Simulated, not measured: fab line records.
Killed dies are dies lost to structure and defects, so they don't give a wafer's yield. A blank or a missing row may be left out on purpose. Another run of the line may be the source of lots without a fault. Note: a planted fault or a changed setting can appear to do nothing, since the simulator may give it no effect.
fab line records	flow n5_finfet
[record] lots = 7	wafers = 21
route steps=1938 shown SD_EPI_N@268 SD_EPI_P@321 SD_ACTIVATION@330 HKMG_FIN@386
start_h: hours from the record's opening day to when the first of the lot's shown wafers began	wait_h: hours since the lot's step before	" the same as in the row above	L1.1+2: a row that stands for several wafers	- no value present, or no start provided	* or withheld: withheld	< > ~ a bound
route shown NAME@n: names a module that has steps shown in the file, with the first one's number in the route	usual: mean/standard deviation taken from wafers without a fault	same: alike in all rows	chamber/n: place in a boat	sites: readings site by site	_std_site: their standard deviation	_edge_site: mean of outer sites minus mean of inner sites	radius_mm: for every site, how far away it sits from the centre of the wafer	mask NAME#n: copy n	behind: tool/chamber where the wafer was last shaped	hold: why the lot was held/for how many hours/how that ended	device: the transistor (n, p or np) that didn't switch	end of line: tests run on the same wafers once the route is complete	where a step has no rows: the recipe by itself	killed: not the wafer's yield, but the dies lost to structure and defects at the first sort	map: shows each die of a wafer: x if killed, . if not, _ if none is there
set.NAME: the setting as run; set.NAME@STEP: as run at that earlier step	model.NAME: the simulator's own value behind a step, which no gauge read
lots where settings were altered on purpose, with a table for each step and a row for each wafer
[[steps]]
[step N5_SD_EPI_N_PEB_07]
[recipe] peb_temp_c = 110	peb_time_s = 60	resist = CAR-ArF-block
lot.wafer	tool	chamber	start_h	wait_h	set.peb_temp_c
L080.1+3	litho_track-01	0	86.26	0.1	110
L080.6	"	0	"	"	113.2
L081.1+4+6	litho_track-01	0	92.24	0.1	110
L082.2	litho_track-05	0	101.63	0.0	110
L082.4+5	"	0	"	"	107
L083.4	litho_track-03	0	105.53	0.0	107.1
L083.5+6	"	0	"	"	110
L089.2+4	litho_track-05	0	138.55	0.0	108.4
L089.3	"	0	"	"	110
L093.1+4+5	litho_track-03	0	171.59	0.1	110
L094.2	litho_track-03	0	172.89	0.0	110
L094.3+6	"	0	"	"	106.5
[step N5_SD_EPI_N_DEVELOP_08]
[recipe] develop_time_s = 30	developer = TMAH	resist = CAR-ArF-block	dev_temp_c = 23	rinse_liquid = diw	dry = air_spin
[step N5_SD_EPI_N_CD_MEAS_09]
[recipe] target_cd_nm = 120	landing_energy_ev = 500	detector = se_inlens
[usual] cd_nm = 119.9/0.53
lot.wafer	tool	chamber	start_h	wait_h	set.dose_mj@SD_EPI_N_EXPOSE_06	set.peb_temp_c@SD_EPI_N_PEB_07	cd_nm
L080.1	cd_sem-01	0	86.32	-	39.75	110	119.8
L080.3	"	0	"	"	39.75	110	119.6
L080.6	"	0	"	"	39.75	113.2	127.4
L081.1	cd_sem-02	0	92.31	-	39.75	110	120.9
L081.4	"	0	"	"	37.41	110	116.3
L081.6	"	0	"	"	37.41	110	115.2
L082.2	cd_sem-03	0	101.70	-	39.75	110	120.0
L082.4	"	0	"	"	39.75	107	111.4
L082.5	"	0	"	"	38.1	107	108.3
L083.4	cd_sem-01	0	105.59	-	39.75	107.1	111.9
L083.5	"	0	"	"	39.75	110	119.8
L083.6	"	0	"	"	39.75	110	120.2
L089.2	cd_sem-02	0	138.62	-	39.75	108.4	115.3
L089.3	"	0	"	"	39.75	110	120.2
L089.4	"	0	"	"	41.64	108.4	118.7
L093.1	cd_sem-01	0	171.66	-	39.75	110	118.7
L093.4	"	0	"	"	39.75	110	118.5
L093.5	"	0	"	"	39.75	110	118.6
L094.2	cd_sem-01	0	172.96	-	42.66	110	124.7
L094.3	"	0	"	"	42.66	106.5	115.3
L094.6	"	0	"	"	39.75	106.5	110.3
[step N5_SD_EPI_N_DESCUM_14]
[recipe] chemistry = O2	time_s = 7.9	source_power_w = 50	bias_power_w = 20	pressure_mtorr = 20	rf_frequency_hz = 2.712e+07	temp_c = 40	resist = CAR-ArF-block	o2_flow_sccm = 225
lot.wafer	tool	chamber	start_h	wait_h	set.dose_mj@SD_EPI_N_EXPOSE_06	set.peb_temp_c@SD_EPI_N_PEB_07	model.SD_EPI_N.cd_nm
L080.1	rie_diel-04	2	86.52	0.1	39.75	110	119.6
L080.3	"	3	"	"	39.75	110	119.2
L080.6	"	2	"	"	39.75	113.2	127.4
L081.1	rie_diel-01	1	92.40	0.0	39.75	110	120.8
L081.4	"	3	"	"	37.41	110	116
L081.6	"	2	"	"	37.41	110	115.4
L082.2	rie_diel-03	0	101.79	0.0	39.75	110	119.6
L082.4	"	1	"	"	39.75	107	111.4
L082.5	"	1	"	"	38.1	107	108.2
L083.4	rie_diel-04	3	105.69	0.0	39.75	107.1	111.8
L083.5	"	1	"	"	39.75	110	120
L083.6	"	2	"	"	39.75	110	120.2
L089.2	rie_diel-04	2	138.75	0.1	39.75	108.4	115
L089.3	"	0	"	"	39.75	110	120
L089.4	"	3	"	"	41.64	108.4	118.6
L093.1+5	rie_diel-04	2,1	172.11	0.4	39.75	110	118.4
L093.4	"	0	"	"	39.75	110	118.6
L094.2	rie_diel-04	1	173.06	0.0	42.66	110	124.8
L094.3	"	2	"	"	42.66	106.5	115.4
L094.6	"	0	"	"	39.75	106.5	110.6
[step N5_SD_EPI_N_ETCH_34]
[recipe] chemistry = CF4	target = SiARC	target_depth_a = 455	mask_material = CAR-ArF-block	time_s = 75.8	ion_energy_ev = 80	pressure_mtorr = 40	source_w = 545	bias_w = 36	Ar_flow_sccm = 100	cf4_flow_sccm = 100	ends = cleared
lot.wafer	tool	chamber	start_h	wait_h	set.dose_mj@SD_EPI_N_EXPOSE_06	set.peb_temp_c@SD_EPI_N_PEB_07	model.SD_EPI_N.cd_nm
L080.1	rie_diel-04	2	86.56	0.0	39.75	110	119.6
L080.3	"	3	"	"	39.75	110	119.4
L080.6	"	2	"	"	39.75	113.2	127.4
L081.1	rie_diel-01	1	92.43	0.0	39.75	110	120.8
L081.4	"	3	"	"	37.41	110	116
L081.6	"	2	"	"	37.41	110	115.2
L082.2	rie_diel-03	0	101.83	0.0	39.75	110	119.4
L082.4	"	1	"	"	39.75	107	111.4
L082.5	"	1	"	"	38.1	107	108
L083.4	rie_diel-04	3	105.72	0.0	39.75	107.1	112
L083.5+6	"	1,2	"	"	39.75	110	120
L089.2	rie_diel-04	2	138.79	0.0	39.75	108.4	114.8
L089.3	"	0	"	"	39.75	110	119.8
L089.4	"	3	"	"	41.64	108.4	118.6
L093.1	rie_diel-04	2	172.15	0.0	39.75	110	118.2
L093.4+5	"	0,1	"	"	39.75	110	118.4
L094.2	rie_diel-04	1	173.09	0.0	42.66	110	125
L094.3	"	2	"	"	42.66	106.5	115.2
L094.6	"	0	"	"	39.75	106.5	110.4
[step N5_SD_EPI_N_ETCH_35]
[recipe] chemistry = N2/H2	target = SOC	overetch_a = 1080	mask_material = SiARC	temp_c = 40	ion_energy_ev = 100	source_w = 3000	bias_w = 133	pressure_mtorr = 20	time_s = 486	n2_flow_sccm = 200	h2_flow_sccm = 200
lot.wafer	tool	chamber	start_h	wait_h	set.dose_mj@SD_EPI_N_EXPOSE_06	set.peb_temp_c@SD_EPI_N_PEB_07	model.SD_EPI_N.cd_nm
L080.1	rie_diel-04	2	86.62	0.0	39.75	110	120
L080.3	"	3	"	"	39.75	110	119.4
L080.6	"	2	"	"	39.75	113.2	128
L081.1	rie_diel-01	1	92.49	0.0	39.75	110	121.4
L081.4	"	3	"	"	37.41	110	116.6
L081.6	"	2	"	"	37.41	110	115.4
L082.2	rie_diel-03	0	101.88	0.0	39.75	110	119.4
L082.4	"	1	"	"	39.75	107	112.6
L082.5	"	1	"	"	38.1	107	107.8
L083.4	rie_diel-04	3	105.78	0.0	39.75	107.1	111.2
L083.5	"	1	"	"	39.75	110	120.2
L083.6	"	2	"	"	39.75	110	119.8
L089.2	rie_diel-04	2	138.85	0.0	39.75	108.4	114.8
L089.3	"	0	"	"	39.75	110	120
L089.4	"	3	"	"	41.64	108.4	118.2
L093.1	rie_diel-04	2	172.20	0.0	39.75	110	117.8
L093.4	"	0	"	"	39.75	110	117.4
L093.5	"	1	"	"	39.75	110	118.8
L094.2	rie_diel-04	1	173.15	0.0	42.66	110	125.4
L094.3	"	2	"	"	42.66	106.5	114.6
L094.6	"	0	"	"	39.75	106.5	110.6
[step N5_SD_EPI_N_STRIP_36]
[recipe] chemistry = N2/H2	temp_c = 40	n2_flow_sccm = 200	h2_flow_sccm = 200	rf_frequency_hz = 6e+07
[step N5_SD_EPI_N_ETCHBACK_44]
[recipe] chemistry = CH3F/O2	mode = anisotropic_etchback	target = SiNx	target_depth_a = 145	stop_on = SiO2	over_etch_frac = 0.3	ion_energy_ev = 120	pressure_mtorr = 30	source_w = 395	bias_w = 73	Ar_flow_sccm = 150	CH3F_flow_sccm = 30	O2_flow_sccm = 20
lot.wafer	tool	chamber	start_h	wait_h	set.dose_mj@SD_EPI_N_EXPOSE_06	set.peb_temp_c@SD_EPI_N_PEB_07	model.SD_EPI_N.cd_nm
L080.1	rie_diel-04	2	86.94	0.0	39.75	110	119.8
L080.3	"	3	"	"	39.75	110	119.2
L080.6	"	2	"	"	39.75	113.2	128
L081.1	rie_diel-01	1	92.81	0.0	39.75	110	121.4
L081.4	"	3	"	"	37.41	110	116.4
L081.6	"	2	"	"	37.41	110	115.4
L082.2	rie_diel-03	0	102.21	0.0	39.75	110	119.4
L082.4	"	1	"	"	39.75	107	112.6
L082.5	"	1	"	"	38.1	107	107.8
L083.4	rie_diel-04	3	106.10	0.0	39.75	107.1	111.4
L083.5	"	1	"	"	39.75	110	120.2
L083.6	"	2	"	"	39.75	110	119.8
L089.2	rie_diel-04	2	139.17	0.0	39.75	108.4	114.8
L089.3	"	0	"	"	39.75	110	120
L089.4	"	3	"	"	41.64	108.4	118.2
L093.1	rie_diel-04	2	172.53	0.0	39.75	110	117.8
L093.4	"	0	"	"	39.75	110	117.4
L093.5	"	1	"	"	39.75	110	118.8
L094.2	rie_diel-04	1	173.48	0.0	42.66	110	125.4
L094.3	"	2	"	"	42.66	106.5	114.4
L094.6	"	0	"	"	39.75	106.5	110.4
[step N5_SD_EPI_N_ETCH_45]
[recipe] chemistry = CH3F/O2	target = SiOCN	target_depth_a = 60	mask_material = SOC	ion_energy_ev = 60	bias_w = 29	pressure_mtorr = 15	source_w = 410	Ar_flow_sccm = 150	CH3F_flow_sccm = 30	O2_flow_sccm = 20
lot.wafer	tool	chamber	start_h	wait_h	set.dose_mj@SD_EPI_N_EXPOSE_06	set.peb_temp_c@SD_EPI_N_PEB_07	model.SD_EPI_N.cd_nm
L080.1	rie_diel-04	2	87.04	0.1	39.75	110	120
L080.3	"	3	"	"	39.75	110	119.2
L080.6	"	2	"	"	39.75	113.2	128
L081.1	rie_diel-01	1	92.91	0.1	39.75	110	121.2
L081.4	"	3	"	"	37.41	110	116.4
L081.6	"	2	"	"	37.41	110	115.4
L082.2	rie_diel-03	0	102.31	0.1	39.75	110	119.4
L082.4	"	1	"	"	39.75	107	112.6
L082.5	"	1	"	"	38.1	107	107.8
L083.4	rie_diel-04	3	106.20	0.1	39.75	107.1	111.4
L083.5	"	1	"	"	39.75	110	120.2
L083.6	"	2	"	"	39.75	110	119.8
L089.2	rie_diel-04	2	139.27	0.1	39.75	108.4	114.8
L089.3	"	0	"	"	39.75	110	120
L089.4	"	3	"	"	41.64	108.4	118.2
L093.1	rie_diel-04	2	172.63	0.1	39.75	110	117.8
L093.4	"	0	"	"	39.75	110	117.4
L093.5	"	1	"	"	39.75	110	118.8
L094.2	rie_diel-04	1	173.58	0.1	42.66	110	125.4
L094.3	"	2	"	"	42.66	106.5	114.4
L094.6	"	0	"	"	39.75	106.5	110.6
[step N5_SD_EPI_N_ETCH_16]
[recipe] chemistry = CHF3/O2	target = SiO2	target_depth_a = 50	mask_material = SOC	pressure_mtorr = 30	source_w = 650	bias_w = 170	Ar_flow_sccm = 200	CHF3_flow_sccm = 50	O2_flow_sccm = 5	ion_energy_ev = 200
lot.wafer	tool	chamber	start_h	wait_h	set.dose_mj@SD_EPI_N_EXPOSE_06	set.peb_temp_c@SD_EPI_N_PEB_07	model.SD_EPI_N.cd_nm
L080.1	rie_diel-04	2	87.14	0.1	39.75	110	120
L080.3	"	3	"	"	39.75	110	119.2
L080.6	"	2	"	"	39.75	113.2	128
L081.1	rie_diel-01	1	93.01	0.1	39.75	110	121.2
L081.4	"	3	"	"	37.41	110	116.4
L081.6	"	2	"	"	37.41	110	115.2
L082.2	rie_diel-03	0	102.41	0.1	39.75	110	119.2
L082.4	"	1	"	"	39.75	107	112.6
L082.5	"	1	"	"	38.1	107	107.8
L083.4	rie_diel-04	3	106.30	0.1	39.75	107.1	111.4
L083.5	"	1	"	"	39.75	110	120.2
L083.6	"	2	"	"	39.75	110	119.8
L089.2	rie_diel-04	2	139.37	0.1	39.75	108.4	114.8
L089.3	"	0	"	"	39.75	110	120
L089.4	"	3	"	"	41.64	108.4	118.2
L093.1	rie_diel-04	2	172.73	0.1	39.75	110	117.8
L093.4	"	0	"	"	39.75	110	117.4
L093.5	"	1	"	"	39.75	110	118.8
L094.2	rie_diel-04	1	173.68	0.1	42.66	110	125.4
L094.3	"	2	"	"	42.66	106.5	114.4
L094.6	"	0	"	"	39.75	106.5	110.6
[step N5_SD_EPI_N_STRIP_47]
[recipe] chemistry = CHF3/O2	resist = SiARC	rf_frequency_hz = 6e+07
[step N5_SD_EPI_N_SD_RECESS_17]
[recipe] chemistry = HBr/Cl2/O2	target_depth_a = 410	mask_material = SOC	time_s = 23.7	bt_time_s = 3	pressure_mtorr = 10	icp_w = 800	bias_w = 112	HBr_flow_sccm = 150	Cl2_flow_sccm = 80	O2_flow_sccm = 12
lot.wafer	tool	chamber	start_h	wait_h	set.dose_mj@SD_EPI_N_EXPOSE_06	set.peb_temp_c@SD_EPI_N_PEB_07	model.SD_EPI_N.cd_nm
L080.1	rie_si-02	1	87.21	0.0	39.75	110	120
L080.3	"	3	"	"	39.75	110	119.2
L080.6	"	3	"	"	39.75	113.2	128
L081.1	rie_si-03	0	93.08	0.0	39.75	110	121.2
L081.4	"	2	"	"	37.41	110	116.4
L081.6	"	0	"	"	37.41	110	115.2
L082.2	rie_si-02	3	102.48	0.0	39.75	110	119.2
L082.4	"	0	"	"	39.75	107	112.6
L082.5	"	1	"	"	38.1	107	107.8
L083.4	rie_si-03	2	106.37	0.0	39.75	107.1	111.4
L083.5	"	3	"	"	39.75	110	120.2
L083.6	"	2	"	"	39.75	110	119.8
L089.2	rie_si-03	2	139.44	0.0	39.75	108.4	114.8
L089.3	"	0	"	"	39.75	110	120
L089.4	"	3	"	"	41.64	108.4	118.2
L093.1	rie_si-06	2	172.80	0.0	39.75	110	117.8
L093.4	"	3	"	"	39.75	110	117.4
L093.5	"	2	"	"	39.75	110	118.8
L094.2	rie_si-02	0	173.75	0.0	42.66	110	125.6
L094.3	"	1	"	"	42.66	106.5	114.4
L094.6	"	1	"	"	39.75	106.5	110.4
[step N5_SD_EPI_P_EPI_21]
[recipe] material = SiGe:B	dopant = B	temp_c = 550	pressure_torr = 20	ambient = H2	time_s = 355
lot.wafer	tool	chamber	start_h	wait_h	set.temp_c	model.SiGe-B_of_SD_EPI_P_EPI_21.thk_nm
L080.1+3	epi_rpcvd-04	0	93.14	0.1	550	60.8
L080.6	"	0	94.94	1.8	550	60.4
L081.1	epi_rpcvd-04	0	98.61	0.1	552.1	64.2
L081.4	"	0	99.69	1.1	550	60.8
L081.6	"	0	"	"	552.1	63.4
L082.2	epi_rpcvd-01	0	108.39	0.9	550	61.2
L082.4	"	0	109.67	2.0	550	61
L082.5	"	0	"	"	550	60.8
L083.4	epi_rpcvd-02	0	117.69	2.0	550	60.6
L083.5	"	0	"	"	550	59.2
L083.6	"	0	"	"	550	60.8
L089.2	epi_rpcvd-01	0	146.80	0.9	550	61
L089.3	"	0	"	"	550	61.4
L089.4	"	0	"	"	547.7	58.2
L093.1	epi_rpcvd-04	0	179.17	0.2	550	60.6
L093.4	"	0	180.61	1.5	550	61.2
L093.5	"	0	"	"	550	61
L094.2	epi_rpcvd-01	0	180.91	0.6	550	61.2
L094.3	"	0	"	"	550	61
L094.6	"	0	182.83	2.4	550	60.8
[step N5_SD_EPI_P_HM_STRIP_48]
[recipe] chemistry = H3PO4	temp_c = 160	material = SiNx	target = SiNx	target_depth_a = 30	overetch_fraction = 0.3
lot.wafer	tool	chamber	start_h	wait_h	set.temp_c@SD_EPI_P_EPI_21	model.SiGe-B_of_SD_EPI_P_EPI_21.thk_nm
L080.1+3	wet_bench-03	7,6	95.38	0.0	550	60.4
L080.6	"	0	"	"	550	60.2
L081.1	wet_bench-05	3	100.85	0.0	552.1	64
L081.4	"	2	"	"	550	60.6
L081.6	"	5	"	"	552.1	63
L082.2	wet_bench-03	7	111.68	0.0	550	61
L082.4	"	1	"	"	550	60.8
L082.5	"	3	"	"	550	60.6
L083.4	wet_bench-05	5	119.68	0.0	550	60.4
L083.5	"	7	"	"	550	59
L083.6	"	6	"	"	550	60.6
L089.2	wet_bench-02	2	150.09	0.0	550	60.6
L089.3	"	0	"	"	550	61
L089.4	"	1	"	"	547.7	58
L093.1	wet_bench-03	6	182.14	0.0	550	60.4
L093.4	"	1	"	"	550	60.8
L093.5	"	4	"	"	550	60.6
L094.2	wet_bench-05	4	183.39	0.0	550	60.8
L094.3	"	0	"	"	550	60.6
L094.6	"	2	"	"	550	60.4
[step N5_SD_EPI_P_SRD_49]
[recipe] dry = ipa_marangoni	time_s = 30	temp_c = 23	rinse_liquid = diw
[step N5_SD_EPI_P_PRECLEAN_24]
[recipe] chemistry = O3/DIW	time_s = 45	temp_c = 22	o3_ppm = 10
lot.wafer	tool	chamber	start_h	wait_h	set.temp_c@SD_EPI_P_EPI_21	model.SiGe-B_of_SD_EPI_P_EPI_21.thk_nm
L080.1	wet_bench-03	7	95.45	0.0	550	60.4
L080.3	"	6	"	"	550	60.2
L080.6	"	0	"	"	550	60
L081.1	wet_bench-05	3	100.92	0.0	552.1	63.8
L081.4	"	2	"	"	550	60.4
L081.6	"	5	"	"	552.1	62.8
L082.2	wet_bench-03	7	111.82	0.0	550	60.8
L082.4	"	1	"	"	550	60.6
L082.5	"	3	"	"	550	60.4
L083.4	wet_bench-05	5	119.75	0.0	550	60.2
L083.5	"	7	"	"	550	58.8
L083.6	"	6	"	"	550	60.4
L089.2	wet_bench-02	2	150.16	0.0	550	60.6
L089.3	"	0	"	"	550	61
L089.4	"	1	"	"	547.7	57.8
L093.1	wet_bench-03	6	182.21	0.0	550	60.2
L093.4	"	1	"	"	550	60.6
L093.5	"	4	"	"	550	60.4
L094.2	wet_bench-05	4	183.46	0.0	550	60.8
L094.3+6	"	0,2	"	"	550	60.4
[step N5_SD_EPI_P_PRECLEAN_32]
[recipe] chemistry = dHF	time_s = 10	dilution = 500:1	temp_c = 25
[step N5_SD_EPI_P_PRECLEAN_33]
[recipe] chemistry = SC2	time_s = 45	temp_c = 35	mix = 1:1:50
[step N5_SD_ACTIVATION_RTA_00]
[recipe] temp_c = 975	time_s = 0	ambient = N2	idle_temp_c = 600	ramp_up_c_per_s = 150	ramp_down_c_per_s = 60	cool_to_c = 600
[step N5_SD_ACTIVATION_LSA_01]
[recipe] temp_c = 1080	time_s = 0.0008	ambient = N2
[step N5_SD_ACTIVATION_RS_MEAS_03]
[recipe] thk_meas_gauge = four-point-probe
[usual] RS_SD_N = 22.0/0.31	RS_SD_P = 56.5/0.82
lot.wafer	tool	chamber	start_h	wait_h	set.temp_c@SD_EPI_P_EPI_21	RS_SD_N[ohm/sq]	RS_SD_P[ohm/sq]
L080.1	film_metro-01	-	95.94	0.2	550	21.3	56.8
L080.3	"	-	"	"	550	21.8	56.9
L080.6	"	-	"	"	550	21.6	56.8
L081.1	film_metro-01	-	101.42	0.2	552.1	21.8	53.4
L081.4	"	-	"	"	550	21.8	56.4
L081.6	"	-	"	"	552.1	22.1	53.8
L082.2	film_metro-01	-	112.45	0.2	550	22.2	56.5
L082.4	"	-	"	"	550	22.2	56.8
L082.5	"	-	"	"	550	22.2	57.4
L083.4	film_metro-01	-	120.31	0.1	550	22.1	55.7
L083.5	"	-	"	"	550	22.3	57.6
L083.6	"	-	"	"	550	22.1	56.3
L089.2	film_metro-01	-	150.75	0.2	550	22.6	57.1
L089.3	"	-	"	"	550	21.9	56.6
L089.4	"	-	"	"	547.7	22.0	60.0
L093.1	film_metro-01	-	182.73	0.2	550	21.9	56.1
L093.4	"	-	"	"	550	21.5	55.5
L093.5	"	-	"	"	550	21.5	55.9
L094.2	film_metro-01	-	183.99	0.2	550	22.4	56.0
L094.3	"	-	"	"	550	21.9	56.1
L094.6	"	-	"	"	550	21.9	55.7
[step N5_HKMG_FIN_HK_ALD_01]
[recipe] material = HfO2	target_thk_a = 16	temp_c = withheld	ald_precursor_family = HfCl4	ald_co_reactant = H2O	pulse_time_s = 3	purge_time_s = 3	co_reactant_purge_time_s = 2.5	co_reactant_pulse_time_s = 0.3	ald_cycles = 30
lot.wafer	tool	chamber	start_h	wait_h	set.ald_cycles
L080.1+6	ald_hk-03	1,3	108.56	0.0	35
L080.3	"	0	"	"	30
L081.1+4+6	ald_hk-03	2,3,3	113.42	0.0	30
L082.2	ald_hk-03	0	130.17	0.0	29
L082.4+5	"	3,2	"	"	30
L083.4	ald_hk-03	3	132.88	0.0	30
L083.5+6	"	0,1	"	"	33
L089.2	ald_hk-03	3	162.59	0.1	30
L089.3+4	"	1,0	"	"	28
L093.1+4+5	ald_hk-01	3,2,3	195.81	0.0	30
L094.2	ald_hk-03	2	196.61	0.0	30
L094.3+6	"	0,2	"	"	25
[[key]]
[split] step = N5_SD_EPI_N_PEB_07	setting = peb_temp_c	stated = 110	by = wafer
[response] step = N5_SD_EPI_N_CD_MEAS_09	reading = cd_nm	change = +3.25	per = 1%	r = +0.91
[response] step = N5_SD_EPI_N_DESCUM_14	reading = model.SD_EPI_N.cd_nm	change = +3.25	per = 1%	r = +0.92
[response] step = N5_SD_EPI_N_ETCH_35	reading = model.SD_EPI_N.cd_nm	change = +3.37	per = 1%	r = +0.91
[response] step = N5_SD_EPI_N_ETCH_34	reading = model.SD_EPI_N.cd_nm	slope = +2.94	per = 1%	together_with = dose_mj@SD_EPI_N_EXPOSE_06	explained = 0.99
[response] step = N5_SD_EPI_N_ETCHBACK_44	reading = model.SD_EPI_N.cd_nm	slope = +3.09	per = 1%	together_with = dose_mj@SD_EPI_N_EXPOSE_06	explained = 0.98
[response] step = N5_SD_EPI_N_ETCH_45	reading = model.SD_EPI_N.cd_nm	slope = +3.08	per = 1%	together_with = dose_mj@SD_EPI_N_EXPOSE_06	explained = 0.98
[response] step = N5_SD_EPI_N_ETCH_16	reading = model.SD_EPI_N.cd_nm	slope = +3.06	per = 1%	together_with = dose_mj@SD_EPI_N_EXPOSE_06	explained = 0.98
[response] step = N5_SD_EPI_N_SD_RECESS_17	reading = model.SD_EPI_N.cd_nm	slope = +3.09	per = 1%	together_with = dose_mj@SD_EPI_N_EXPOSE_06	explained = 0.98
[split] step = N5_SD_EPI_P_EPI_21	setting = temp_c	stated = 550	by = wafer
[response] step = N5_SD_EPI_P_EPI_21	reading = model.SiGe-B_of_SD_EPI_P_EPI_21.thk_nm	change = +7.48	per = 1%	r = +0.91
[response] step = N5_SD_EPI_P_HM_STRIP_48	reading = model.SiGe-B_of_SD_EPI_P_EPI_21.thk_nm	change = +7.1	per = 1%	r = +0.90
[response] step = N5_SD_EPI_P_PRECLEAN_24	reading = model.SiGe-B_of_SD_EPI_P_EPI_21.thk_nm	change = +7.37	per = 1%	r = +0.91
[response] step = N5_SD_ACTIVATION_RS_MEAS_03	reading = RS_SD_P	change = -7.45	per = 1%	r = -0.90
[split] step = N5_HKMG_FIN_HK_ALD_01	setting = ald_cycles	stated = 30	by = wafer
response none in this file
split outside_this_file step=N5_SD_EPI_N_EXPOSE_06 setting=dose_mj
// split outside_this_file: this setting was split too, and the file shows its column; the key of that split is in another file
